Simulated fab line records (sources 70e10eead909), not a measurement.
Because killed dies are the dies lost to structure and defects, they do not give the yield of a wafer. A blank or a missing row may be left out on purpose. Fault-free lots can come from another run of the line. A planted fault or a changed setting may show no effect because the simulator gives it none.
Which of the tools did it? -- flow nandHarc -- 72 wafers from 24 lots sampled at 6 of the route's 1302 steps

== WHAT THE GAUGES READ, wafer by wafer ==
No reading from a measuring or inspecting step in the record can be judged against a usual standard deviation.

== EACH LOT AND THE TOOL THAT RAN IT (in order: tool; ch and the chambers of the sampled wafers; start) ==
lot,NHARC_A_CONTACT_ETCH_118,NHARC_A_CONTACT_DEP_57,NHARC_A_CONTACT_ETCH_126,NHARC_A_CONTACT_ETCH_128,NHARC_A_CONTACT_STRIP_82,NHARC_A_CONTACT_DESCUM_13
L074,"harCapEtch-03 ch 0,1, day 20 22:34","aclDep-02 ch 0, day 21 01:59","harCapEtch-03 ch 0,1, day 21 07:52","harCapEtch-03 ch 0,1, day 21 08:13","rieDiel-05 ch 1,3, day 21 15:21 or earlier","rieDiel-05 ch 0,3, day 21 15:21"
L076,"harCapEtch-03 ch 0,1, day 22 08:25","aclDep-03 ch 0, day 22 13:56","harCapEtch-03 ch 0,1, day 22 20:22","harCapEtch-03 ch 0,1, day 22 20:43","rieDiel-07 ch 0,2,3, day 23 03:19 or earlier","rieDiel-07 ch 2,3, day 23 03:19"
L075,"harCapEtch-02 ch 0,1, day 22 09:49","aclDep-01 ch 0, day 22 16:20","harCapEtch-02 ch 0,1, day 22 21:32","harCapEtch-02 ch 0,1, day 22 22:00","rieDiel-07 ch 0,3, day 23 05:40 or earlier","rieDiel-11 ch 2,3, day 23 05:40"
L077,"harCapEtch-01 ch 0,1, day 22 18:49","aclDep-02 ch 0, day 22 22:27","harCapEtch-03 ch 0,1, day 23 03:58","harCapEtch-03 ch 0,1, day 23 04:19","rieDiel-07 ch 0,1,3, day 23 09:47 or earlier","rieDiel-11 ch 0,1,3, day 23 09:47"
L078,"harCapEtch-01 ch 0,1, day 23 00:31","aclDep-02 ch 0, day 23 04:44","harCapEtch-03 ch 0,1, day 23 10:50","harCapEtch-03 ch 0,1, day 23 11:11","rieDiel-07 ch 0,1,2, day 23 16:43 or earlier","rieDiel-07 ch 0,3, day 23 16:43"
L079,"harCapEtch-01 ch 0,1, day 23 17:04","aclDep-02 ch 0, day 23 21:57","harCapEtch-02 ch 0,1, day 24 02:33","harCapEtch-02 ch 0,1, day 24 02:55","rieDiel-07 ch 1,2,3, day 24 09:43 or earlier","rieDiel-11 ch 0,3, day 24 09:43"
L080,"harCapEtch-01 ch 0,1, day 24 08:02","aclDep-03 ch 0, day 24 16:29","harCapEtch-02 ch 0,1, day 24 22:34","harCapEtch-02 ch 0,1, day 24 22:55","rieDiel-05 ch 0,3, day 25 07:23 or earlier","rieDiel-07 ch 0,2,3, day 25 07:23"
L081,"harCapEtch-01 ch 0, day 25 04:25","aclDep-03 ch 0, day 25 11:14","harCapEtch-01 ch 0, day 25 17:11","harCapEtch-01 ch 0, day 25 17:33","rieDiel-11 ch 0,1,2, day 25 22:54 or earlier","rieDiel-07 ch 0,1, day 25 22:54"
L082,"harCapEtch-03 ch 0,1, day 25 05:22","aclDep-02 ch 0, day 25 12:28","harCapEtch-03 ch 0,1, day 25 18:27","harCapEtch-03 ch 0,1, day 25 18:55","rieDiel-07 ch 1,2, day 26 00:46 or earlier","rieDiel-07 ch 1,2,3, day 26 00:46"
L085,"harCapEtch-03 ch 0,1, day 26 06:29","aclDep-03 ch 0, day 26 11:15","harCapEtch-02 ch 0,1, day 26 17:26","harCapEtch-02 ch 0,1, day 26 17:54","rieDiel-05 ch 0,2,3, day 27 01:54 or earlier","rieDiel-07 ch 0,1,2, day 27 01:54"
L084,"harCapEtch-02 ch 0,1, day 26 07:50","aclDep-02 ch 0, day 26 13:40","harCapEtch-03 ch 0,1, day 26 19:09","harCapEtch-03 ch 0,1, day 26 19:30","rieDiel-05 ch 0,1,3, day 27 07:41 or earlier","rieDiel-07 ch 0,1,3, day 27 07:41"
L083,"harCapEtch-01 ch 0,1, day 26 10:01","aclDep-01 ch 0, day 26 15:37","harCapEtch-02 ch 0,1, day 26 21:49","harCapEtch-02 ch 0,1, day 26 22:10","rieDiel-05 ch 1,2,3, day 27 11:04 or earlier","rieDiel-11 ch 0,2, day 27 11:04"
L087,"harCapEtch-03 ch 0,1, day 26 10:16","aclDep-03 ch 0, day 26 16:17","harCapEtch-03 ch 0,1, day 26 22:18","harCapEtch-03 ch 0,1, day 26 22:39","rieDiel-07 ch 1,2, day 27 13:44 or earlier","rieDiel-07 ch 1,2,3, day 27 13:44"
L086,"harCapEtch-01 ch 0,1, day 26 19:53","aclDep-03 ch 0, day 27 05:12","harCapEtch-01 ch 0,1, day 27 11:13","harCapEtch-01 ch 0,1, day 27 11:35","rieDiel-07 ch 0,1,2, day 27 20:34 or earlier","rieDiel-05 ch 0,1,2, day 27 20:34"
L088,"harCapEtch-03 ch 1, day 27 09:25","aclDep-02 ch 0, day 27 15:13","harCapEtch-03 ch 0,1, day 27 20:49","harCapEtch-03 ch 0,1, day 27 21:10","rieDiel-07 ch 1,3, day 28 02:31 or earlier","rieDiel-11 ch 0,2,3, day 28 02:31"
L090,"harCapEtch-02 ch 0,1, day 27 09:35","aclDep-01 ch 0, day 27 15:59","harCapEtch-02 ch 0, day 27 21:31","harCapEtch-02 ch 0, day 27 21:52","rieDiel-05 ch 0,2,3, day 28 03:24 or earlier","rieDiel-05 ch 0,1,3, day 28 03:24"
L089,"harCapEtch-01 ch 0,1, day 27 17:59","aclDep-02 ch 0, day 27 22:32","harCapEtch-03 ch 0,1, day 28 03:43","harCapEtch-03 ch 0,1, day 28 04:04","rieDiel-05 ch 0,1,3, day 28 10:19 or earlier","rieDiel-11 ch 0,3, day 28 10:19"
L091,"harCapEtch-03 ch 0,1, day 28 17:13","aclDep-02 ch 0, day 28 20:53","harCapEtch-02 ch 0, day 29 03:04","harCapEtch-02 ch 0, day 29 03:25","rieDiel-07 ch 0,3, day 29 08:53 or earlier","rieDiel-07 ch 0,1,3, day 29 08:53"
L092,"harCapEtch-01 ch 0,1, day 29 04:13","aclDep-01 ch 0, day 29 07:14","harCapEtch-02 ch 0,1, day 29 13:17","harCapEtch-02 ch 0,1, day 29 13:38","rieDiel-11 ch 0,2,3, day 29 19:19 or earlier","rieDiel-07 ch 1,2,3, day 29 19:19"
L093,"harCapEtch-01 ch 0,1, day 29 17:31","aclDep-03 ch 0, day 29 22:49","harCapEtch-02 ch 0,1, day 30 04:49","harCapEtch-02 ch 0,1, day 30 05:10","rieDiel-11 ch 1,2,3, day 30 11:06 or earlier","rieDiel-07 ch 1,2,3, day 30 11:06"
L094,"harCapEtch-03 ch 0,1, day 29 18:38","aclDep-02 ch 0, day 30 01:04","harCapEtch-01 ch 0,1, day 30 06:35","harCapEtch-01 ch 0,1, day 30 06:56","rieDiel-07 ch 0,1, day 30 12:30 or earlier","rieDiel-07 ch 1,2,3, day 30 12:30"
L096,"harCapEtch-01 ch 0,1, day 30 04:28","aclDep-02 ch 0, day 30 08:46","harCapEtch-02 ch 0,1, day 30 14:00","harCapEtch-02 ch 0,1, day 30 14:21","rieDiel-07 ch 1,2, day 30 19:47 or earlier","rieDiel-11 ch 0,2,3, day 30 19:47"
L095,"harCapEtch-03 ch 0,1, day 30 04:43","aclDep-01 ch 0, day 30 10:33","harCapEtch-03 ch 0,1, day 30 17:50","harCapEtch-03 ch 0,1, day 30 18:12","rieDiel-07 ch 0,1,3, day 30 23:34 or earlier","rieDiel-07 ch 0,1,2, day 30 23:34"
L097,"harCapEtch-03 ch 0,1, day 31 19:42","aclDep-02 ch 0, day 32 02:43","harCapEtch-03 ch 0,1, day 32 08:17","harCapEtch-03 ch 0,1, day 32 08:38","rieDiel-11 ch 0,2,3, day 32 14:54 or earlier","rieDiel-05 ch 0,1,3, day 32 14:54"
- NHARC_A_CONTACT_ETCH_118: etches the open film in C4F8/O2/Ar, time 190 s, target depth 1850 nm.
- NHARC_A_CONTACT_DEP_57: deposits aC, target thk 5300 nm.
- NHARC_A_CONTACT_ETCH_126: etches the open film in C4F8/O2/Ar, time 197 s, target depth 1918 nm.
- NHARC_A_CONTACT_ETCH_128: etches the open film in C4F8/O2/Ar, time 197 s, target depth 1918 nm.
- NHARC_A_CONTACT_STRIP_82: strips in O2.
- NHARC_A_CONTACT_DESCUM_13: chemistry O2, time 3 s.

== AS READ BY THE TOOLS THEMSELVES (means over the sampled wafers that have a number; for cases with no such wafer, the mark the record gives instead) ==
NHARC_A_CONTACT_DEP_57.
lot,tool,throttleValvePct (%)
L074,aclDep-02,35.000
L076,aclDep-03,35.003
L075,aclDep-01,34.985
L077,aclDep-02,35.001
L078,aclDep-02,35.003
L079,aclDep-02,34.997
L080,aclDep-03,35.003
L081,aclDep-03,34.986
L082,aclDep-02,35.008
L085,aclDep-03,35.003
L084,aclDep-02,34.997
L083,aclDep-01,35.006
L087,aclDep-03,34.999
L086,aclDep-03,35.010
L088,aclDep-02,34.993
L090,aclDep-01,34.999
L089,aclDep-02,35.010
L091,aclDep-02,34.998
L092,aclDep-01,34.998
L093,aclDep-03,34.998
L094,aclDep-02,35.000
L096,aclDep-02,35.006
L095,aclDep-01,35.001
L097,aclDep-02,34.995

NHARC_A_CONTACT_STRIP_82.
lot,tool,drypumpMotorCurrentA (A),oesProductAu (a.u.),rfVppV (V),showerheadPlenumPTorr (Torr),throttleValvePct (%)
L074,rieDiel-05,5.95,0.994,57.4,3.48,17.038
L076,rieDiel-07,5.54,1.000,58.1,3.64,17.042
L075,rieDiel-07,5.78,1.005,59.2,3.78,17.041
L077,rieDiel-07,5.82,1.004,57.6,3.61,17.045
L078,rieDiel-07,5.58,1.003,58.0,3.48,17.048
L079,rieDiel-07,5.59,1.002,58.3,3.51,17.035
L080,rieDiel-05,5.73,0.996,57.9,3.39,17.031
L081,rieDiel-11,5.84,0.995,57.4,3.46,17.035
L082,rieDiel-07,5.36,1.002,57.3,3.37,17.028
L085,rieDiel-05,5.90,0.988,57.9,3.47,17.044
L084,rieDiel-05,5.79,0.993,57.8,3.38,17.036
L083,rieDiel-05,5.97,0.997,57.4,3.46,17.039
L087,rieDiel-07,5.38,1.001,58.4,3.37,17.044
L086,rieDiel-07,5.59,1.001,57.7,3.47,17.037
L088,rieDiel-07,5.86,0.993,58.2,3.46,17.039
L090,rieDiel-05,5.89,0.991,57.6,3.47,17.037
L089,rieDiel-05,5.80,0.997,56.9,3.37,17.046
L091,rieDiel-07,5.76,1.010,58.9,3.76,17.035
L092,rieDiel-11,5.91,0.991,56.6,3.49,17.033
L093,rieDiel-11,5.75,1.005,56.9,3.49,17.036
L094,rieDiel-07,5.79,1.016,58.4,3.56,17.032
L096,rieDiel-07,5.62,1.009,57.9,3.32,17.038
L095,rieDiel-07,5.81,1.009,58.1,3.59,17.045
L097,rieDiel-11,5.89,0.999,57.9,3.48,17.032

NHARC_A_CONTACT_DESCUM_13.
lot,tool,drypumpMotorCurrentA (A),oesProductAu (a.u.),rfVppV (V),showerheadPlenumPTorr (Torr),throttleValvePct (%)
L074,rieDiel-05,5.72,0.995,57.5,1.84,11.304
L076,rieDiel-07,5.53,1.003,58.1,2.00,11.310
L075,rieDiel-11,5.93,0.998,58.3,2.00,11.310
L077,rieDiel-11,5.69,1.003,57.5,1.81,11.312
L078,rieDiel-07,5.74,1.001,57.8,2.04,11.316
L079,rieDiel-11,5.85,0.990,57.8,1.81,11.304
L080,rieDiel-07,5.51,0.999,58.3,1.98,11.302
L081,rieDiel-07,5.85,0.994,57.3,1.86,11.317
L082,rieDiel-07,5.57,1.007,58.0,1.90,11.307
L085,rieDiel-07,5.58,1.007,58.0,1.88,11.307
L084,rieDiel-07,5.77,0.999,57.8,1.96,11.312
L083,rieDiel-11,5.98,0.993,56.7,1.87,11.315
L087,rieDiel-07,5.58,0.999,57.4,1.90,11.316
L086,rieDiel-05,5.79,0.982,57.9,1.83,11.306
L088,rieDiel-11,5.90,0.994,56.8,1.89,11.302
L090,rieDiel-05,5.78,0.989,57.4,1.82,11.310
L089,rieDiel-11,5.87,0.996,57.1,1.80,11.311
L091,rieDiel-07,5.80,1.003,57.8,1.95,11.319
L092,rieDiel-07,5.57,1.000,58.0,1.90,11.310
L093,rieDiel-07,5.58,1.007,57.4,1.90,11.308
L094,rieDiel-07,5.58,1.007,57.1,1.90,11.309
L096,rieDiel-11,5.89,0.989,56.7,1.89,11.311
L095,rieDiel-07,5.57,1.005,57.9,1.87,11.299
L097,rieDiel-05,5.80,0.997,58.2,1.81,11.310

== THE ANSWER, worked out from the rows above alone ==
Rule: the usual values come from the lots themselves. Put in order of their means at a reading, lots are off if they are a third of the lots or fewer, leave a main group of 4 or more, and stand apart from it by a gap of 3 or more times the standard deviation of the main group's means; of several such gaps the widest counts. A main group is skipped when, at the precision printed for the reading in the tables above, its means are all equal. A lot without any number at a reading at which 4 lots or more have one is off too. Any other lot the step has rows for is counted as sound. The gauges are gone through in route order, then the tools' own readings, and for those a lot's mean is taken as printed above. The first step at which some lot is off is used, and at that step the reading that is off furthest; a lot without a number counts as furthest.
Across all readings shown, no lot is off: no conclusion can be drawn from this.

== WHAT THE SIMULATOR HAD PUT IN ==
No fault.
